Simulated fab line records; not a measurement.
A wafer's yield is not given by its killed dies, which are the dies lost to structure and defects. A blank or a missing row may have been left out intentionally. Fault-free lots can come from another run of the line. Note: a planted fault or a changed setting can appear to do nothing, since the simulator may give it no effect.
Chamber matching -- flow nand_harc -- NHARC_A_CHANNEL_FILL_D2_ETCHBACK_20 on rie_diel-06: 4 sister chambers
The step etches the open film in C4F8/O2/Ar, target depth 27 nm, time 13.5 s. 8 wafers are shown with their chamber, then 12 later ones without.

== WAFERS WITH THEIR CHAMBER ==
wafer,chamber,rf_vpp_V (V),oes_product_au (a.u.)
L086.4,3,972,0.931
L086.5,1,982,0.927
L090.1,1,981,1.006
L090.3,0,975,1.011
L090.5,2,979,0.992
L091.4,0,976,1.006
L091.5,2,979,0.983
L091.6,3,973,1.006

== WAFERS WHOSE CHAMBER IS MISSING ==
wafer,rf_vpp_V (V),oes_product_au (a.u.)
L093.2,972,1.006
L093.5,977,0.987
L093.6,980,1.007
L092.1,972,1.006
L092.3,977,0.999
L092.5,972,1.006
L094.2,972,0.974
L094.3,977,0.955
L094.5,981,0.977
L097.2,972,1.004
L097.3,977,0.980
L097.4,981,1.004

== THE CHAMBER EACH PASSED THROUGH ==
wafer,from the rows above,in truth
L093.2,3,3
L093.5,can't be placed: 0 or 2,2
L093.6,can't be placed: 2 or 1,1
L092.1,3,3
L092.3,can't be placed: 0 or 2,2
L092.5,3,3
L094.2,3,3
L094.3,can't be placed: 0 or 2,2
L094.5,1,1
L097.2,3,3
L097.3,can't be placed: 0 or 2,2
L097.4,1,1
7 of 12 placed correctly. Not placeable from these rows: 5 (in 5, the candidates include the true chamber). Placed wrongly: 0.
How it was worked out, from the rows above alone: a wafer's distance from a chamber is the root of the sum, over the readings, of the square of ((its reading less the chamber's mean) divided by the reading's scatter). If the next closest chamber is less than 2 further off than the closest, the wafer can't be placed; otherwise it belongs to the closest. A chamber's mean is the mean of its shown wafers. How the scatter is found: for the shown wafers, subtract from each reading the mean of its chamber, square and add these, divide the total by (wafers less chambers), then take the root.
